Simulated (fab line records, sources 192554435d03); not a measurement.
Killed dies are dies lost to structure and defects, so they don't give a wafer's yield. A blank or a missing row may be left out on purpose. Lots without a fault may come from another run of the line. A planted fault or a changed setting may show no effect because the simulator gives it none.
Which tool did it? | flow n5_finfet | 23 lots, 69 wafers sampled, at 6 steps of a route of 1938

WHAT THE GAUGES READ, wafer by wafer
The record holds no reading of a measuring or inspecting step that can be judged against a usual standard deviation.

WHICH TOOL RAN EACH LOT (tool, then ch and the chambers of the sampled wafers, then the start)
lot  | N5_BEOL_M3_STRIP_97                           | N5_BEOL_M3_PRE_CLEAN_45      | N5_BEOL_M3_ANNEAL_91         | N5_BEOL_M3_DEP_57               | N5_BEOL_M4_HM_OPEN_17             | N5_BEOL_M4_STRIP_19
L074 | rie_diel-03 ch 0,1,3, day 7 03:55 or earlier  | pvd_sputter-01, day 7 03:55  | pvd_sputter-03, day 7 05:46  | pecvd-01 ch 0,1, day 7 07:39    | rie_metal-01 ch 0,1, day 7 09:47  | rie_diel-05 ch 0,1,2, day 7 09:53
L075 | rie_diel-01 ch 2,3, day 7 15:55 or earlier    | pvd_sputter-01, day 7 15:55  | pvd_sputter-03, day 7 17:56  | pecvd-04 ch 0,2, day 7 19:31    | rie_metal-03 ch 0,1, day 7 22:40  | rie_diel-05 ch 0,1,2, day 7 22:46
L076 | rie_diel-02 ch 0,1,2, day 7 18:41 or earlier  | pvd_sputter-02, day 7 18:41  | pvd_sputter-03, day 8 00:11  | pecvd-01 ch 0,1, day 8 02:50    | rie_metal-02 ch 0,1, day 8 07:59  | rie_diel-06 ch 1,2,3, day 8 08:05
L077 | rie_diel-01 ch 0,2,3, day 7 18:46 or earlier  | pvd_sputter-02, day 7 18:46  | pvd_sputter-02, day 7 20:32  | pecvd-01 ch 1,2, day 7 22:06    | rie_metal-03 ch 0,1, day 7 23:27  | rie_diel-06 ch 1,2,3, day 7 23:34
L078 | rie_diel-02 ch 2,3, day 8 08:46 or earlier    | pvd_sputter-03, day 8 08:46  | pvd_sputter-03, day 8 10:33  | pecvd-01 ch 1,2, day 8 12:07    | rie_metal-01 ch 0,1, day 8 15:43  | rie_diel-05 ch 1,2, day 8 15:58
L079 | rie_diel-03 ch 0,2,3, day 8 11:39 or earlier  | pvd_sputter-03, day 8 11:39  | pvd_sputter-03, day 8 13:32  | pecvd-02 ch 0,1,2, day 8 15:05  | rie_metal-03 ch 0,1, day 8 18:05  | rie_diel-04 ch 0,1,2, day 8 18:11
L080 | rie_diel-02 ch 0,1,3, day 8 17:22 or earlier  | pvd_sputter-01, day 8 17:22  | pvd_sputter-01, day 8 19:07  | pecvd-02 ch 1,2, day 8 20:40    | rie_metal-03 ch 0,1, day 8 22:23  | rie_diel-06 ch 0,3, day 8 22:41
L081 | rie_diel-01 ch 0,2,3, day 9 05:49 or earlier  | pvd_sputter-03, day 9 05:49  | pvd_sputter-02, day 9 08:04  | pecvd-02 ch 0,1, day 9 09:38    | rie_metal-01 ch 0,1, day 9 12:30  | rie_diel-04 ch 0,2,3, day 9 12:35
L082 | rie_diel-03 ch 2,3, day 9 12:59 or earlier    | pvd_sputter-02, day 9 12:59  | pvd_sputter-01, day 9 14:57  | pecvd-01 ch 1,2, day 9 16:35    | rie_metal-01 ch 0,1, day 9 18:37  | rie_diel-06 ch 0,3, day 9 18:43
L083 | rie_diel-03 ch 0,2, day 9 16:03 or earlier    | pvd_sputter-02, day 9 16:03  | pvd_sputter-02, day 9 17:50  | pecvd-01 ch 0,1,2, day 9 19:23  | rie_metal-03 ch 0, day 9 22:34    | rie_diel-06 ch 2,3, day 9 22:40
L085 | rie_diel-03 ch 2,3, day 10 05:42 or earlier   | pvd_sputter-01, day 10 05:42 | pvd_sputter-01, day 10 07:30 | pecvd-02 ch 0,1,2, day 10 09:15 | rie_metal-02 ch 0,1, day 10 12:54 | rie_diel-04 ch 1,2, day 10 12:59
L086 | rie_diel-03 ch 0,1, day 10 12:20 or earlier   | pvd_sputter-01, day 10 12:20 | pvd_sputter-01, day 10 14:07 | pecvd-04 ch 0,1,2, day 10 15:41 | rie_metal-03 ch 0,1, day 10 17:05 | rie_diel-05 ch 0,1, day 10 17:12
L088 | rie_diel-03 ch 0,1, day 10 20:13 or earlier   | pvd_sputter-01, day 10 20:13 | pvd_sputter-02, day 10 21:59 | pecvd-04 ch 0,1, day 10 23:33   | rie_metal-02 ch 0,1, day 11 00:52 | rie_diel-04 ch 0,1, day 11 00:59
L089 | rie_diel-03 ch 0,1,2, day 10 23:23 or earlier | pvd_sputter-02, day 10 23:23 | pvd_sputter-02, day 11 01:16 | pecvd-04 ch 1,2, day 11 02:52   | rie_metal-01 ch 0,1, day 11 05:22 | rie_diel-06 ch 0,1, day 11 05:31
L087 | rie_diel-03 ch 0,1,2, day 10 23:32 or earlier | pvd_sputter-03, day 10 23:32 | pvd_sputter-03, day 11 01:26 | pecvd-02 ch 0,1,2, day 11 03:22 | rie_metal-02 ch 0,1, day 11 05:49 | rie_diel-04 ch 0,1,3, day 11 05:55
L090 | rie_diel-02 ch 1,2, day 11 02:33 or earlier   | pvd_sputter-03, day 11 02:33 | pvd_sputter-03, day 11 04:22 | pecvd-01 ch 0,2, day 11 05:56   | rie_metal-03 ch 0,1, day 11 07:13 | rie_diel-04 ch 1,3, day 11 07:19
L091 | rie_diel-01 ch 1,2,3, day 11 05:58 or earlier | pvd_sputter-03, day 11 05:58 | pvd_sputter-02, day 11 07:49 | pecvd-02 ch 0,1,2, day 11 09:24 | rie_metal-03 ch 0,1, day 11 11:34 | rie_diel-05 ch 0,2,3, day 11 11:40
L093 | rie_diel-02 ch 0,1, day 11 17:33 or earlier   | pvd_sputter-03, day 11 17:33 | pvd_sputter-01, day 11 20:59 | pecvd-01 ch 0,1,2, day 11 22:41 | rie_metal-02 ch 0,1, day 12 01:41 | rie_diel-04 ch 0,3, day 12 01:51
L092 | rie_diel-02 ch 0,1, day 11 21:44 or earlier   | pvd_sputter-02, day 11 21:44 | pvd_sputter-03, day 11 23:35 | pecvd-04 ch 0,2, day 12 01:09   | rie_metal-02 ch 0,1, day 12 02:30 | rie_diel-04 ch 0,1,3, day 12 02:37
L094 | rie_diel-01 ch 0,2,3, day 12 15:38 or earlier | pvd_sputter-01, day 12 15:38 | pvd_sputter-02, day 12 18:10 | pecvd-04 ch 0,2, day 12 19:44   | rie_metal-03 ch 0,1, day 12 21:58 | rie_diel-05 ch 0,2,3, day 12 22:14
L095 | rie_diel-03 ch 1,2,3, day 12 21:51 or earlier | pvd_sputter-02, day 12 21:51 | pvd_sputter-02, day 13 00:04 | pecvd-02 ch 0,1,2, day 13 01:38 | rie_metal-02 ch 1, day 13 05:09   | rie_diel-05 ch 1,3, day 13 05:22
L096 | rie_diel-02 ch 1,2, day 13 00:35 or earlier   | pvd_sputter-01, day 13 00:35 | pvd_sputter-03, day 13 02:25 | pecvd-02 ch 1,2, day 13 03:58   | rie_metal-03 ch 0,1, day 13 05:50 | rie_diel-04 ch 0,2, day 13 05:57
L097 | rie_diel-02 ch 2,3, day 13 05:45 or earlier   | pvd_sputter-02, day 13 05:45 | pvd_sputter-02, day 13 12:31 | pecvd-04 ch 0,1,2, day 13 14:05 | rie_metal-02 ch 0,1, day 13 15:26 | rie_diel-06 ch 1,2,3, day 13 15:46
- N5_BEOL_M3_STRIP_97: strips in N2/H2, time 10 s.
- N5_BEOL_M3_PRE_CLEAN_45: time 30 s.
- N5_BEOL_M3_ANNEAL_91: time 240 s.
- N5_BEOL_M3_DEP_57: deposits SiCN from 3MS/NH3, target thk 8 nm, time 14 s.
- N5_BEOL_M4_HM_OPEN_17: chemistry Cl2/BCl3, target TiN, target depth 20 nm, overetch 6 nm.
- N5_BEOL_M4_STRIP_19: strips in O2.

WHAT THE TOOLS THEMSELVES READ (means of the sampled wafers that have a number; where no wafer has one, the mark that the record gives instead)
N5_BEOL_M3_STRIP_97. Usual: drypump_motor_current_A 5.8 A, standard deviation 0.53; h2_flow_sccm 200.0 sccm, standard deviation 0.63; n2_flow_sccm 200.0 sccm, standard deviation 0.63; oes_product_au 0.82 a.u., standard deviation 0.084; rf_vpp_V 59.1 V, standard deviation 0.83; showerhead_plenum_p_Torr 2.57 Torr, standard deviation 0.082; temp_c 40.02 C, standard deviation 0.1; throttle_valve_pct 23.50 %, standard deviation 0.19.
lot  | tool        | drypump_motor_current_A (A) | h2_flow_sccm (sccm) | n2_flow_sccm (sccm) | oes_product_au (a.u.) | rf_vpp_V (V) | showerhead_plenum_p_Torr (Torr) | temp_c (C) | throttle_valve_pct (%) | flag
L074 | rie_diel-03 | 6.0                         | 200.2               | 199.9               | 0.87                  | 59.2         | 2.57                            | 40.12      | 23.37                  |
L075 | rie_diel-01 | 5.1                         | 200.5               | 200.1               | 0.86                  | 58.3         | 2.50                            | 39.88      | 23.25                  |
L076 | rie_diel-02 | 5.7                         | 199.9               | 200.3               | 0.76                  | 58.9         | 2.54                            | 39.98      | 23.67                  |
L077 | rie_diel-01 | 5.4                         | 199.9               | 199.5               | 0.87                  | 60.1         | 2.57                            | 40.01      | 23.40                  |
L078 | rie_diel-02 | 4.9                         | 200.1               | 199.6               | 0.73                  | 59.2         | 2.55                            | 40.00      | 23.55                  |
L079 | rie_diel-03 | 5.9                         | 200.3               | 200.2               | 0.91                  | 59.4         | 2.60                            | 40.01      | 23.37                  |
L080 | rie_diel-02 | 5.6                         | 199.7               | 199.6               | 0.71                  | 59.3         | 2.59                            | 40.05      | 23.65                  |
L081 | rie_diel-01 | 5.4                         | 200.0               | 199.9               | 0.85                  | 58.8         | 2.57                            | 39.90      | 23.41                  |
L082 | rie_diel-03 | 6.0                         | 200.2               | 200.3               | 0.89                  | 59.9         | 2.63                            | 39.97      | 23.51                  |
L083 | rie_diel-03 | 6.2                         | 200.3               | 200.8               | 0.88                  | 59.1         | 2.64                            | 39.99      | 23.37                  |
L085 | rie_diel-03 | 6.0                         | 200.7               | 200.6               | 0.88                  | 59.5         | 2.62                            | 39.99      | 23.51                  |
L086 | rie_diel-03 | 6.0                         | 200.2               | 199.5               | 0.85                  | 58.6         | 2.53                            | 40.08      | 23.26                  |
L088 | rie_diel-03 | 6.0                         | 200.3               | 200.4               | 0.85                  | 58.9         | 2.52                            | 40.08      | 23.26                  |
L089 | rie_diel-03 | 6.2                         | 200.2               | 200.1               | 0.82                  | 59.5         | 2.60                            | 40.10      | 23.41                  |
L087 | rie_diel-03 | 6.2                         | 200.2               | 200.4               | 0.82                  | 59.1         | 2.60                            | 39.99      | 23.40                  |
L090 | rie_diel-02 | 5.6                         | 200.7               | 200.0               | 0.93                  | 59.3         | 2.48                            | 40.12      | 23.60                  |
L091 | rie_diel-01 | 5.4                         | 199.8               | 199.6               | 0.81                  | 59.4         | 2.52                            | 40.04      | 23.42                  |
L093 | rie_diel-02 | 6.0                         | 200.6               | 200.0               | 0.82                  | 59.3         | 2.60                            | 40.03      | 23.54                  |
L092 | rie_diel-02 | 6.0                         | 200.1               | 200.9               | 0.81                  | 59.8         | 2.60                            | 40.04      | 23.53                  |
L094 | rie_diel-01 | 5.4                         | 199.7               | 199.1               | 0.82                  | 59.1         | 2.56                            | 40.02      | 23.45                  |
L095 | rie_diel-03 | 6.2                         | 199.8               | 200.3               | 0.80                  | 58.7         | 2.63                            | 40.01      | 23.57                  |
L096 | rie_diel-02 | 5.6                         | 199.8               | 199.8               | 0.87                  | 58.9         | 2.47                            | 40.07      | 23.61                  |
L097 | rie_diel-02 | 5.0                         | 200.0               | 200.3               | 0.90                  | 58.5         | 2.54                            | 39.91      | 23.41                  |

N5_BEOL_M3_PRE_CLEAN_45. Usual: heater_power_w 338 W, standard deviation 34.
lot  | tool           | heater_power_w (W) | flag
L074 | pvd_sputter-01 | 338                |
L075 | pvd_sputter-01 | 361                |
L076 | pvd_sputter-02 | 315                |
L077 | pvd_sputter-02 | 325                |
L078 | pvd_sputter-03 | 340                |
L079 | pvd_sputter-03 | 331                |
L080 | pvd_sputter-01 | 358                |
L081 | pvd_sputter-03 | 315                |
L082 | pvd_sputter-02 | 345                |
L083 | pvd_sputter-02 | 301                |
L085 | pvd_sputter-01 | 359                |
L086 | pvd_sputter-01 | 364                |
L088 | pvd_sputter-01 | 357                |
L089 | pvd_sputter-02 | 312                |
L087 | pvd_sputter-03 | 335                |
L090 | pvd_sputter-03 | 321                |
L091 | pvd_sputter-03 | 355                |
L093 | pvd_sputter-03 | 330                |
L092 | pvd_sputter-02 | 329                |
L094 | pvd_sputter-01 | 340                |
L095 | pvd_sputter-02 | 307                |
L096 | pvd_sputter-01 | 330                |
L097 | pvd_sputter-02 | 354                |

N5_BEOL_M3_ANNEAL_91. Usual: heater_power_w 837 W, standard deviation 82.
lot  | tool           | heater_power_w (W) | flag
L074 | pvd_sputter-03 | 816                |
L075 | pvd_sputter-03 | 819                |
L076 | pvd_sputter-03 | 835                |
L077 | pvd_sputter-02 | 822                |
L078 | pvd_sputter-03 | 847                |
L079 | pvd_sputter-03 | 880                |
L080 | pvd_sputter-01 | 839                |
L081 | pvd_sputter-02 | 805                |
L082 | pvd_sputter-01 | 891                |
L083 | pvd_sputter-02 | 805                |
L085 | pvd_sputter-01 | 828                |
L086 | pvd_sputter-01 | 858                |
L088 | pvd_sputter-02 | 785                |
L089 | pvd_sputter-02 | 810                |
L087 | pvd_sputter-03 | 834                |
L090 | pvd_sputter-03 | 835                |
L091 | pvd_sputter-02 | 762                |
L093 | pvd_sputter-01 | 912                |
L092 | pvd_sputter-03 | 881                |
L094 | pvd_sputter-02 | 815                |
L095 | pvd_sputter-02 | 795                |
L096 | pvd_sputter-03 | 813                |
L097 | pvd_sputter-02 | 772                |

N5_BEOL_M3_DEP_57. Usual: rf_fwd_power_W 199.1 W, standard deviation 1.2; showerhead_plenum_p_Torr 3.666 Torr, standard deviation 0.013; throttle_valve_pct 9.0 %, standard deviation 0.58.
lot  | tool     | rf_fwd_power_W (W) | showerhead_plenum_p_Torr (Torr) | throttle_valve_pct (%) | flag
L074 | pecvd-01 | 199.2              | 3.670                           | 9.4                    |
L075 | pecvd-04 | 199.8              | 3.676                           | 9.1                    |
L076 | pecvd-01 | 198.6              | 3.666                           | 9.2                    |
L077 | pecvd-01 | 198.3              | 3.665                           | 8.9                    |
L078 | pecvd-01 | 199.2              | 3.665                           | 8.7                    |
L079 | pecvd-02 | 197.8              | 3.658                           | 9.3                    |
L080 | pecvd-02 | 197.8              | 3.671                           | 8.7                    |
L081 | pecvd-02 | 198.3              | 3.655                           | 9.7                    |
L082 | pecvd-01 | 198.9              | 3.667                           | 8.7                    |
L083 | pecvd-01 | 198.8              | 3.666                           | 9.0                    |
L085 | pecvd-02 | 198.7              | 3.661                           | 9.2                    |
L086 | pecvd-04 | 200.2              | 3.668                           | 8.7                    |
L088 | pecvd-04 | 199.7              | 3.670                           | 8.8                    |
L089 | pecvd-04 | 200.1              | 3.671                           | 8.5                    |
L087 | pecvd-02 | 198.1              | 3.655                           | 9.2                    |
L090 | pecvd-01 | 199.7              | 3.668                           | 9.0                    |
L091 | pecvd-02 | 198.5              | 3.655                           | 9.4                    |
L093 | pecvd-01 | 198.6              | 3.660                           | 9.0                    |
L092 | pecvd-04 | 200.2              | 3.676                           | 8.9                    |
L094 | pecvd-04 | 200.4              | 3.679                           | 8.9                    |
L095 | pecvd-02 | 198.2              | 3.656                           | 9.4                    |
L096 | pecvd-02 | 197.7              | 3.666                           | 8.7                    |
L097 | pecvd-04 | 199.9              | 3.679                           | 8.6                    |

N5_BEOL_M4_HM_OPEN_17. Usual: drypump_motor_current_A 6.0 A, standard deviation 0.34; oes_ar_750_au 0.74 a.u., standard deviation 0.094; oes_product_au 0.63 a.u., standard deviation 0.079; rf_fwd_power_W 993 W, standard deviation 3.3; throttle_valve_pct 22.39 %, standard deviation 0.19.
lot  | tool         | drypump_motor_current_A (A) | oes_ar_750_au (a.u.) | oes_product_au (a.u.) | rf_fwd_power_W (W) | throttle_valve_pct (%) | flag
L074 | rie_metal-01 | 5.6                         | 0.72                 | 0.60                  | 991                | 22.19                  |
L075 | rie_metal-03 | 6.1                         | 0.88                 | 0.76                  | 992                | 22.34                  |
L076 | rie_metal-02 | 6.2                         | 0.66                 | 0.57                  | 992                | 22.56                  |
L077 | rie_metal-03 | 6.1                         | 0.83                 | 0.72                  | 996                | 22.40                  |
L078 | rie_metal-01 | 5.3                         | 0.72                 | 0.62                  | 995                | 22.16                  |
L079 | rie_metal-03 | 6.1                         | 0.82                 | 0.70                  | 995                | 22.43                  |
L080 | rie_metal-03 | 6.1                         | 0.82                 | 0.71                  | 996                | 22.41                  |
L081 | rie_metal-01 | 5.3                         | 0.71                 | 0.60                  | 993                | 22.17                  |
L082 | rie_metal-01 | 5.6                         | 0.71                 | 0.60                  | 990                | 22.17                  |
L083 | rie_metal-03 | 6.1                         | 0.77                 | 0.66                  | 993                | 22.50                  |
L085 | rie_metal-02 | 6.1                         | 0.66                 | 0.56                  | 996                | 22.44                  |
L086 | rie_metal-03 | 6.1                         | 0.81                 | 0.69                  | 995                | 22.41                  |
L088 | rie_metal-02 | 6.1                         | 0.65                 | 0.56                  | 988                | 22.43                  |
L089 | rie_metal-01 | 5.6                         | 0.70                 | 0.59                  | 993                | 22.19                  |
L087 | rie_metal-02 | 6.1                         | 0.65                 | 0.56                  | 992                | 22.43                  |
L090 | rie_metal-03 | 6.1                         | 0.80                 | 0.69                  | 994                | 22.44                  |
L091 | rie_metal-03 | 6.1                         | 0.84                 | 0.73                  | 993                | 22.35                  |
L093 | rie_metal-02 | 6.1                         | 0.64                 | 0.55                  | 991                | 22.45                  |
L092 | rie_metal-02 | 6.1                         | 0.65                 | 0.55                  | 993                | 22.45                  |
L094 | rie_metal-03 | 6.0                         | 0.82                 | 0.71                  | 993                | 22.36                  |
L095 | rie_metal-02 | 6.3                         | 0.64                 | 0.55                  | 990                | 22.72                  |
L096 | rie_metal-03 | 6.1                         | 0.79                 | 0.69                  | 995                | 22.43                  |
L097 | rie_metal-02 | 6.2                         | 0.64                 | 0.55                  | 990                | 22.58                  |

N5_BEOL_M4_STRIP_19. Usual: drypump_motor_current_A 5.8 A, standard deviation 0.37; oes_product_au 0.81 a.u., standard deviation 0.076; rf_vpp_V 3.7 V, standard deviation 0.52; showerhead_plenum_p_Torr 2.12 Torr, standard deviation 0.066; temp_c 40.00 C, standard deviation 0.11; throttle_valve_pct 16.51 %, standard deviation 0.23.
lot  | tool        | drypump_motor_current_A (A) | oes_product_au (a.u.) | rf_vpp_V (V) | showerhead_plenum_p_Torr (Torr) | temp_c (C) | throttle_valve_pct (%) | flag
L074 | rie_diel-05 | 5.5                         | 0.88                  | 3.6          | 2.19                            | 40.03      | 16.36                  |
L075 | rie_diel-05 | 5.5                         | 0.87                  | 3.1          | 2.19                            | 39.92      | 16.37                  |
L076 | rie_diel-06 | 6.3                         | 0.77                  | 3.7          | 2.07                            | 39.93      | 16.56                  |
L077 | rie_diel-06 | 6.2                         | 0.77                  | 4.3          | 2.07                            | 39.98      | 16.56                  |
L078 | rie_diel-05 | 5.7                         | 0.81                  | 2.9          | 2.17                            | 39.85      | 16.34                  |
L079 | rie_diel-04 | 5.8                         | 0.84                  | 3.9          | 2.13                            | 39.92      | 16.54                  |
L080 | rie_diel-06 | 6.1                         | 0.72                  | 3.2          | 2.06                            | 40.13      | 16.53                  |
L081 | rie_diel-04 | 5.6                         | 0.86                  | 3.9          | 2.13                            | 39.97      | 16.57                  |
L082 | rie_diel-06 | 6.1                         | 0.71                  | 3.9          | 2.06                            | 40.13      | 16.53                  |
L083 | rie_diel-06 | 6.0                         | 0.73                  | 3.3          | 1.99                            | 40.05      | 16.63                  |
L085 | rie_diel-04 | 5.9                         | 0.80                  | 3.5          | 2.11                            | 39.94      | 16.65                  |
L086 | rie_diel-05 | 5.5                         | 0.78                  | 3.3          | 2.20                            | 39.88      | 16.54                  |
L088 | rie_diel-04 | 5.8                         | 0.84                  | 3.4          | 2.12                            | 40.04      | 16.39                  |
L089 | rie_diel-06 | 6.2                         | 0.79                  | 3.8          | 2.17                            | 39.99      | 16.61                  |
L087 | rie_diel-04 | 5.7                         | 0.85                  | 3.4          | 2.13                            | 40.14      | 16.41                  |
L090 | rie_diel-04 | 5.7                         | 0.88                  | 3.5          | 2.13                            | 40.01      | 16.29                  |
L091 | rie_diel-05 | 5.6                         | 0.90                  | 4.0          | 2.14                            | 39.92      | 16.40                  |
L093 | rie_diel-04 | 5.5                         | 0.84                  | 4.4          | 2.13                            | 39.88      | 16.52                  |
L092 | rie_diel-04 | 5.7                         | 0.84                  | 4.0          | 2.12                            | 39.91      | 16.42                  |
L094 | rie_diel-05 | 5.6                         | 0.87                  | 4.0          | 2.14                            | 39.97      | 16.42                  |
L095 | rie_diel-05 | 5.8                         | 0.84                  | 3.5          | 2.09                            | 40.01      | 16.47                  |
L096 | rie_diel-04 | 5.6                         | 0.80                  | 3.2          | 2.11                            | 39.89      | 16.74                  |
L097 | rie_diel-06 | 6.2                         | 0.82                  | 4.3          | 2.14                            | 39.97      | 16.47                  |

THE ANSWER, worked out from the rows above alone
Rule: a lot is off if the mean of its wafers that have a number lies more than 3 standard deviations from the usual mean. A lot without any number at a reading at which 4 lots or more have one is off too. The other lots that the step has rows for count as sound. The gauges are gone through in route order, then the tools' own readings, and for those a lot's mean is taken as printed above. The first step at which some lot is off is used, and at that step the reading that is off furthest; a lot without a number counts as furthest.
No lot is off at any reading shown: from this, nothing can be told.

WHAT THE SIMULATOR HAD PUT IN
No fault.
